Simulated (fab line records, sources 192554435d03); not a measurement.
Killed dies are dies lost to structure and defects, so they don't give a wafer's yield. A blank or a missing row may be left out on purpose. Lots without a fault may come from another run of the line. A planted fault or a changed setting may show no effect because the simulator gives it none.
A struck lot beside a sound one | flow n5_finfet | 22 steps out of a route of 1938
Sound: wafers L328.3, L328.4, L328.5. Struck: wafers L336.1, L336.2, L336.6. The cause comes at the end.
At each step with rows: each side's tool, then ch and its chambers, then its first start. Under that, the readings that differ: sound wafers | struck wafers | difference of the means | sigmas: that difference in standard deviations of wafers without a fault.
alike: readings whose means differ by less than 2 such deviations, and words and numbers that are the same on both sides. not compared: withheld readings, readings that some wafer has no value for, bounds like >300 that may hide the same value, and numbers for which the record gives no deviation and whose values overlap.
The two part at a step that has a row with sigmas, a row that says differs or no value, or rows on one side only. Numbers that don't overlap but have no deviation are shown without sigmas and don't part them. A reading that every wafer of one side lacks parts them only if that side has two wafers or more.

first, 7 steps without rows for these wafers: N5_BEOL_M3_COAT_73 (time 60 s, resist thk 5 nm); N5_BEOL_M3_COAT_05 (resist thk 30 nm); N5_BEOL_M3_EBR_07; N5_BEOL_M3_SOFTBAKE_06 (time 60 s); N5_BEOL_M3_EXPOSE_08 (exposes mask M3); N5_BEOL_M3_PEB_09 (peb time 60 s); N5_BEOL_M3_DEVELOP_10 (develop time 30 s).
N5_BEOL_M3_CD_MEAS_11: target cd 17.05 nm.
  sound on cd_sem-03 ch 0, day 7 19:19; struck on cd_sem-03 ch 0, day 9 21:17
  alike: cd_nm
N5_BEOL_M3_OVL_MEAS_12:
  sound on overlay-02 ch 0, day 7 19:21; struck on overlay-01 ch 0, day 9 21:19
  alike: M3_OVL
N5_BEOL_M3_INSPECT_13: inspects for defects (brightfield).
  sound on defect_inspect-01, day 7 19:24; struck on defect_inspect-01, day 9 21:23
  alike: raw_defect_count
N5_BEOL_M3_DESCUM_16: chemistry O2, time 7 s.
  sound on rie_diel-06 ch 1,2,3, day 7 19:26; struck on rie_diel-05 ch 0,2, day 9 21:25
  alike: drypump_motor_current_A, oes_product_au, rf_fwd_power_W, rf_vpp_V, showerhead_plenum_p_Torr, throttle_valve_pct
  not compared: rf_hours_counter_h
N5_BEOL_M3_ETCH_74: etches underlayer in N2/H2, target depth 6.5 nm, time 5.2 s.
  sound on rie_diel-06 ch 1,2,3, day 7 19:28; struck on rie_diel-05 ch 0,2, day 9 21:27
  alike: bias_w, chamber_pressure_mTorr, drypump_motor_current_A, etch_rf_on_time_s, oes_product_au, rf_fwd_power_W, rf_vpp_V, showerhead_plenum_p_Torr, throttle_valve_pct
  not compared: rf_hours_counter_h
N5_BEOL_M3_ETCH_63: etches SiARC in CF4, target depth 15.6 nm, time 26 s.
  sound on rie_diel-06 ch 1,2,3, day 7 19:29; struck on rie_diel-05 ch 0,2, day 9 21:28
  no value came back on the struck wafers for any of 9 readings (bias_w (W), cf4_flow_sccm (sccm) and others); on the sound wafers bias_w (W) reads 35.75 35.89 35.98
  reading                                      | sound      | struck         | difference | sigmas
  model.CAR-EUV_of_BEOL_M3_COAT_05.thk_nm (nm) | 11 11.2 11 | 20.4 20.4 20.4 | +9.3       |
  not compared: rf_hours_counter_h
N5_BEOL_M3_ETCH_64: etches SOC in N2/H2, target depth 75 nm, overetch 15 nm, time 112.5 s.
  sound on rie_diel-06 ch 1,2,3, day 7 19:31; struck on rie_diel-05 ch 0,2, day 9 21:29
  reading               | sound             | struck            | difference | sigmas
  oes_product_au (a.u.) | 0.71 0.75 0.56    | 0.25 0.31 0.32    | -0.38      | -6
  rf_fwd_power_W (W)    | 839.1 838.8 837.0 | 834.5 831.4 833.7 | -5.1       | -2
  alike: bias_w, chamber_pressure_mTorr, drypump_motor_current_A, rf_vpp_V, showerhead_plenum_p_Torr, throttle_valve_pct
  not compared: rf_hours_counter_h
then, 2 steps without rows for these wafers: N5_BEOL_M3_STRIP_65 (strips in N2/H2); N5_BEOL_M3_STRIP_75 (strips in N2/H2).
N5_BEOL_M3_STRIP_66: strips in CF4.
  sound on rie_diel-06 ch 1,2,3, day 7 19:38; struck on rie_diel-05 ch 0,2, day 9 21:37
  alike: drypump_motor_current_A, oes_product_au, rf_fwd_power_W, rf_vpp_V, showerhead_plenum_p_Torr, throttle_valve_pct
  not compared: rf_hours_counter_h
N5_BEOL_M3_HM_OPEN_17: chemistry Cl2/BCl3, target TiN, target depth 20 nm, overetch 6 nm.
  sound on rie_metal-01 ch 0,1, day 7 19:43; struck on rie_metal-02 ch 0, day 9 21:46
  reading                | sound             | struck            | difference | sigmas
  oes_product_au (a.u.)  | 0.65 0.60 0.60    | 0.31 0.31 0.31    | -0.31      | -6
  throttle_valve_pct (%) | 21.67 22.19 22.18 | 22.83 22.84 22.84 | +0.82      | +4
  alike: bias_w, drypump_motor_current_A, rf_fwd_power_W
  not compared: rf_hours_counter_h
N5_BEOL_M3_STRIP_19: strips in O2.
  sound on rie_diel-06 ch 0,1,2, day 7 19:48; struck on rie_diel-06 ch 0,3, day 9 21:58
  alike: drypump_motor_current_A, oes_product_au, rf_vpp_V, showerhead_plenum_p_Torr, throttle_valve_pct
  not compared: rf_hours_counter_h
N5_BEOL_M3_CD_MEAS_18: pitch 36 nm, target cd 18 nm.
  sound on cd_sem-01, day 7 19:52; struck on cd_sem-01, day 9 22:02
  reading    | sound             | struck | difference                    | sigmas
  cd_nm (nm) | 17.81 18.75 17.72 | - - -  | no value on the struck wafers |
then, 1 step without rows for these wafers: N5_BEOL_M3_COAT_67 (time 60 s, resist thk 60 nm).
N5_BEOL_M4_RC_MEAS_101:
  the record has rows for the sound wafers here (prober-01 ch 0, day 8 11:26) and none for the struck ones

WHERE THEY PART
First at N5_BEOL_M3_ETCH_63; last, within this record, at N5_BEOL_M4_RC_MEAS_101.

WHY: what the simulator had put in
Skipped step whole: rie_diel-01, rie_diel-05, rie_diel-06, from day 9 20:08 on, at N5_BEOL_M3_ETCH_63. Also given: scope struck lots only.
